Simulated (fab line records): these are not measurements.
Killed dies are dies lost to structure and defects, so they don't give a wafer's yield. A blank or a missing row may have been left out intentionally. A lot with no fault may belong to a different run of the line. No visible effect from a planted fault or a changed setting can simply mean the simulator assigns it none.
Which of the tools did it? ; flow n5 finfet ; 14 lots, 42 wafers sampled, at 4 steps of a route of 1938

WHAT THE GAUGES SHOWED, per wafer
No reading from a measuring or inspecting step in the record can be judged against a usual standard deviation.

TOOL THAT RAN EACH LOT (tool first, then ch and the chambers of the sampled wafers, then the start)
lot;N5_BEOL_M11_PECVD_70;N5_BEOL_M11_STRIP_19;N5_BEOL_M11_PEB_26;N5_BEOL_M11_VIA_ETCH_34
L304;pecvd-02 ch 0,1, day 10 09:41;rie diel-05 ch 0,1,2, day 10 11:35;litho track-04 ch 0, day 10 14:56;rie diel-02 ch 0,2, day 10 15:29
L306;pecvd-03 ch 1, day 10 19:18;rie diel-04 ch 0,1,3, day 10 21:42;litho track-04 ch 0, day 10 23:55;rie diel-05 ch 1,2,3, day 11 00:18
L308;pecvd-04 ch 1,2, day 11 05:36;rie diel-04 ch 0,1, day 11 08:39;litho track-02 ch 0, day 11 10:31;rie diel-02 ch 2,3, day 11 11:11
L309;pecvd-02 ch 0,2, day 11 10:54;rie diel-05 ch 0,1,2, day 11 12:37;litho track-02, day 11 23:27;rie diel-02 ch 1,2,3, day 11 23:51
L310;pecvd-03 ch 0,1, day 12 08:18;rie diel-05 ch 0,1, day 12 11:35;litho track-04, day 12 12:34;rie diel-02 ch 0,3, day 12 13:13
L316;pecvd-02 ch 0,1, day 13 18:19;rie diel-05 ch 0,1,2, day 13 20:55;litho track-02 ch 0, day 13 22:13;rie diel-02 ch 0,2,3, day 13 22:34
L317;pecvd-04 ch 0,2, day 14 04:56;rie diel-04 ch 0,2,3, day 14 06:37;litho track-02 ch 0, day 14 07:13;rie diel-02 ch 1,2, day 14 07:44
L319;pecvd-04 ch 0,1,2, day 14 06:26;rie diel-02 ch 1,2,3, day 14 08:26;litho track-04 ch 0, day 14 12:11;rie diel-04 ch 1,2,3, day 14 12:33
L320;pecvd-04 ch 1,2, day 14 21:14;rie diel-05 ch 1,2,3, day 15 00:07;litho track-02 ch 0, day 15 01:23;rie diel-05 ch 0,1,2, day 15 01:46
L322;pecvd-02 ch 0,2, day 15 00:22;rie diel-02 ch 0,1, day 15 03:02;litho track-04 ch 0, day 15 04:11;rie diel-02 ch 0,1, day 15 04:38
L323;pecvd-04 ch 0,1,2, day 16 05:02;rie diel-04 ch 2,3, day 16 07:30;litho track-01 ch 0, day 16 08:42;rie diel-05 ch 2,3, day 16 09:04
L305;pecvd-04 ch 0,1, day 16 07:08;rie diel-04 ch 0,1,2, day 16 08:35;litho track-02 ch 0, day 16 09:05;rie diel-02 ch 0,1, day 16 09:48
L326;pecvd-04 ch 0,2, day 17 01:21;rie diel-05 ch 0,1,2, day 17 04:25;litho track-04 ch 0, day 17 04:42;rie diel-04 ch 1,2, day 17 05:24
L325;pecvd-03 ch 0,1,2, day 17 21:34;rie diel-02 ch 1,2,3, day 17 23:03;litho track-02 ch 0, day 18 00:26;rie diel-02 ch 0,1,2, day 18 00:47
- N5_BEOL_M11_PECVD_70: deposits SiO2 from TEOS/O2, target thk 20 nm, time 22.7 s.
- N5_BEOL_M11_STRIP_19: strips in O2.
- N5_BEOL_M11_PEB_26: peb time 60 s.
- N5_BEOL_M11_VIA_ETCH_34: etches SiCOH lowk in C4F6/O2, target depth 184.5 nm, time 69.2 s.

WHAT THE TOOLS THEMSELVES READ (means of the sampled wafers that have a number; where no wafer has one, the mark that the record gives instead)
N5_BEOL_M11_PECVD_70.
lot;tool;heater power outer w (W);heater power w (W);showerhead plenum p Torr (Torr);throttle valve pct (%)
L304;pecvd-02;456;745;8.762;22.6
L306;pecvd-03;375;726;8.780;21.6
L308;pecvd-04;467;777;8.783;21.0
L309;pecvd-02;391;654;8.770;21.3
L310;pecvd-03;365;672;8.762;22.2
L316;pecvd-02;425;705;8.744;22.5
L317;pecvd-04;381;681;8.764;21.6
L319;pecvd-04;410;715;8.778;21.7
L320;pecvd-04;398;672;8.781;21.3
L322;pecvd-02;427;711;8.770;21.8
L323;pecvd-04;453;784;8.782;21.8
L305;pecvd-04;476;849;8.792;21.9
L326;pecvd-04;401;715;8.783;22.1
L325;pecvd-03;368;670;8.751;21.8

N5_BEOL_M11_STRIP_19.
lot;tool;drypump motor current A (A);oes product au (a.u.);rf vpp V (V);showerhead plenum p Torr (Torr);temp c (C);throttle valve pct (%)
L304;rie diel-05;5.6;0.83;3.0;2.09;39.99;16.84
L306;rie diel-04;5.3;0.70;4.1;2.14;39.97;16.82
L308;rie diel-04;5.1;0.73;3.7;2.19;40.06;16.76
L309;rie diel-05;5.6;0.82;4.0;2.09;40.04;16.85
L310;rie diel-05;5.4;0.87;3.4;2.13;40.07;16.82
L316;rie diel-05;5.6;0.80;3.8;2.08;40.01;16.87
L317;rie diel-04;5.3;0.82;3.9;2.12;39.91;16.68
L319;rie diel-02;5.8;0.80;3.7;2.16;40.03;16.73
L320;rie diel-05;5.8;0.72;3.9;2.02;39.98;16.83
L322;rie diel-02;5.9;0.80;3.5;2.10;40.08;16.89
L323;rie diel-04;5.2;0.88;2.8;2.07;40.01;16.65
L305;rie diel-04;5.1;0.74;3.7;2.16;39.97;16.79
L326;rie diel-05;5.6;0.77;3.5;2.07;39.88;16.92
L325;rie diel-02;5.8;0.78;3.6;2.15;40.15;16.77

N5_BEOL_M11_PEB_26.
lot;tool;chill plate temp C (C);exhaust pa (Pa)
L304;litho track-04;23.01;45.3
L306;litho track-04;23.04;44.4
L308;litho track-02;23.09;46.1
L309;litho track-02;-;-
L310;litho track-04;-;-
L316;litho track-02;23.01;46.0
L317;litho track-02;23.01;44.5
L319;litho track-04;22.86;44.7
L320;litho track-02;23.05;46.1
L322;litho track-04;22.95;45.5
L323;litho track-01;22.96;45.6
L305;litho track-02;23.05;45.2
L326;litho track-04;23.04;44.5
L325;litho track-02;23.21;45.3

N5_BEOL_M11_VIA_ETCH_34.
lot;tool;drypump motor current A (A);mfc ar sccm (sccm);oes product au (a.u.);rf vpp V (V);showerhead plenum p Torr (Torr);throttle valve pct (%)
L304;rie diel-02;5.7;301.1;0.75;683;2.93;21.03
L306;rie diel-05;5.8;299.7;0.76;657;2.77;21.01
L308;rie diel-02;5.7;299.8;0.80;683;2.98;20.97
L309;rie diel-02;5.8;299.5;0.83;673;2.96;21.07
L310;rie diel-02;5.7;299.2;0.84;658;2.99;21.02
L316;rie diel-02;5.6;299.4;0.78;670;2.95;21.04
L317;rie diel-02;5.8;300.2;0.77;686;2.92;21.12
L319;rie diel-04;5.1;299.2;0.83;680;2.88;21.02
L320;rie diel-05;5.6;300.2;0.78;662;2.81;21.11
L322;rie diel-02;5.9;299.9;0.80;664;2.88;21.29
L323;rie diel-05;5.6;299.6;0.70;645;2.70;21.07
L305;rie diel-02;5.9;299.5;0.79;664;2.88;21.30
L326;rie diel-04;5.0;300.5;0.79;681;2.91;21.12
L325;rie diel-02;5.8;299.5;0.75;674;2.89;21.21

THE ANSWER, worked out from the rows above alone
Rule: the lots themselves supply what counts as usual. Put in order of their means at a reading, lots are off if they are a third of the lots or fewer, leave a main group of 4 or more, and stand apart from it by a gap of 3 or more times the standard deviation of the main group's means; of several such gaps the widest counts. The tables above print the reading to a certain number of digits; a main group whose means all agree to those digits is not used. Also off: a lot with no number at a reading for which 4 or more lots have one. Where the step has rows for the other lots, those lots are counted as sound. The gauges are gone through in route order, then the tools' own readings, and for those a lot's mean is taken as printed above. The first step at which some lot is off is used, and at that step the reading that is off furthest; a lot without a number counts as furthest.
Off: L309, L310, at N5_BEOL_M11_PEB_26 (chill plate temp C). Without a number there: L309, L310. Mean 23.02 C and standard deviation 0.081 in the main group.
If a tool, at that step or one of the process steps before it, ran each lot that is off and ran no sound lot following the first of them, it fits. Of those tried, none fits.

WHAT THE SIMULATOR PUT IN
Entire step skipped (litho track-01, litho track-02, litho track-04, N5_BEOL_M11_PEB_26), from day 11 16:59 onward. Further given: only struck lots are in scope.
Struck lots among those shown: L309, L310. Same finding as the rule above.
